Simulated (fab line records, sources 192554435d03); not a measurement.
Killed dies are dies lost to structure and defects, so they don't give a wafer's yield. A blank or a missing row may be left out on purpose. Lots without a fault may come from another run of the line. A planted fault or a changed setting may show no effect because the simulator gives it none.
A struck lot beside a sound one | flow n5_finfet | 25 steps out of a route of 1938
Sound: wafers L463.1, L463.2, L463.5. Struck: wafers L475.2, L475.4, L475.6. The cause comes at the end.
At each step with rows: each side's tool, then ch and its chambers, then its first start. Under that, the readings that differ: sound wafers | struck wafers | difference of the means | sigmas: that difference in standard deviations of wafers without a fault.
alike: readings whose means differ by less than 2 such deviations, and words and numbers that are the same on both sides. not compared: withheld readings, readings that some wafer has no value for, bounds like >300 that may hide the same value, and numbers for which the record gives no deviation and whose values overlap.
The two part at a step that has a row with sigmas, a row that says differs or no value, or rows on one side only. Numbers that don't overlap but have no deviation are shown without sigmas and don't part them. A reading that every wafer of one side lacks parts them only if that side has two wafers or more.

first, 11 steps without rows for these wafers: N5_MOL_CONTACT_COAG_ETCHBACK_135 (etches SiO2 in CHF3, target depth 25 nm, time 16.7 s); N5_MOL_CONTACT_COAG_STRIP_118 (strips in CHF3); N5_MOL_CONTACT_COAG_VIA_ETCH_46 (etches SiO2 in C4F6/O2, target depth 46 nm, overetch 9.2 nm, time 40 s); N5_MOL_CONTACT_COAG_STRIP_96 (strips in N2/H2); N5_MOL_CONTACT_COAG_ETCH_47 (etches SiNx in CH3F/O2, stops on W, target depth 27 nm); N5_MOL_CONTACT_COAG_STRIP_119 (strips in N2/H2, time 30 s); N5_MOL_CONTACT_COAG_PRECLEAN_144 (cleans in alkaline clean, time 60 s); N5_MOL_CONTACT_COAG_SRD_145 (time 30 s); N5_MOL_CONTACT_COAG_COAT_62 (time 60 s, resist thk 60 nm); N5_MOL_CONTACT_COAG_COAT_63 (time 60 s, resist thk 10 nm); N5_MOL_CONTACT_COAG_COAT_64 (time 60 s, resist thk 10 nm).
N5_MOL_CONTACT_COAG_COAT_34: resist thk 40 nm.
  sound on litho_track-03 ch 0, day 5 21:47; struck on litho_track-03 ch 0, day 8 22:15
  reading                                               | sound                | struck               | difference | sigmas
  spin_speed_rpm (rpm)                                  | 1499.9 1500.1 1499.7 | 1634.8 1635.8 1635.0 | +135.3     | +99 or more
  model.CAR-EUV_of_MOL_CONTACT_COAG_COAT_34.thk_nm (nm) | 40.2 40 40           | 38.6 38.6 38.6       | -1.5       |
then, 9 steps without rows for these wafers: N5_MOL_CONTACT_COAG_EBR_36; N5_MOL_CONTACT_COAG_SOFTBAKE_35 (time 60 s); N5_MOL_CONTACT_COAG_EXPOSE_37 (exposes mask VD, defocus 0 nm); N5_MOL_CONTACT_COAG_PEB_38 (peb time 60 s); N5_MOL_CONTACT_COAG_DEVELOP_39 (develop time 30 s); N5_MOL_CONTACT_COAG_DESCUM_45 (chemistry O2, time 7 s); N5_MOL_CONTACT_COAG_ETCH_65 (etches underlayer in N2/H2, target depth 13 nm, time 10.4 s); N5_MOL_CONTACT_COAG_ETCH_66 (etches SiARC in CF4, target depth 13 nm, time 21.7 s); N5_MOL_CONTACT_COAG_ALD_133 (deposits SiO2, target thk 5 nm, pulse time 1 s, co reactant pulse time 1 s).
N5_MOL_CONTACT_COAG_ETCHBACK_134: etches SiO2 in CHF3, target depth 10 nm, time 6.7 s.
  sound on rie_diel-02 ch 0,1, day 5 22:37; struck on rie_diel-05 ch 0,1,2, day 8 23:05
  reading                                               | sound          | struck       | difference | sigmas
  model.CAR-EUV_of_MOL_CONTACT_COAG_COAT_34.thk_nm (nm) | 15.6 15.6 15.6 | 14 13.8 13.8 | -2         |
  alike: drypump_motor_current_A, mfc_ar_sccm, oes_f_703_au, oes_product_au, rf_vpp_V, showerhead_plenum_p_Torr, throttle_valve_pct
  not compared: rf_hours_counter_h
then, 1 step without rows for these wafers: N5_MOL_CONTACT_COAG_ETCH_67 (etches SOC in N2/H2, target depth 60 nm, overetch 21 nm, time 101.2 s).
-- the record jumps here: 3 days lie between the struck wafers' starts before and after (it left off in module MOL_CONTACT_COAG and takes up again in module BEOL_M4, whose first step shown is number 1111 of the route) --
N5_BEOL_M4_RC_MEAS_101:
  sound on prober-01 ch 0, day 8 11:41; struck on prober-02 ch 0, day 11 14:23
  reading       | sound          | struck         | difference | sigmas
  DIBL_N (mV/V) | 31.9 34.2 34.3 | 35.6 39.2 35.9 | +3.4       | +2
  alike: DIBL_P, IOFF_N, IOFF_P, ION_N, ION_P, SS_N, SS_P, VT_N, VT_P
-- the record jumps here: 4 days lie between the struck wafers' starts before and after (it left off in module BEOL_M4 and takes up again in module PASSIVATION, whose first step shown is number 1936 of the route) --
N5_PASSIVATION_PROBE_49:
  the record has rows for the struck wafers here (prober-01, day 15 16:08) and none for the sound ones

WHERE THEY PART
First at N5_MOL_CONTACT_COAG_COAT_34; last, within this record, at N5_PASSIVATION_PROBE_49.

WHY: what the simulator had put in
Process parameter drift: litho_track-03, from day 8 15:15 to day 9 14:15, at N5_MOL_CONTACT_COAG_COAT_34. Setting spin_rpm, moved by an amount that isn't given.
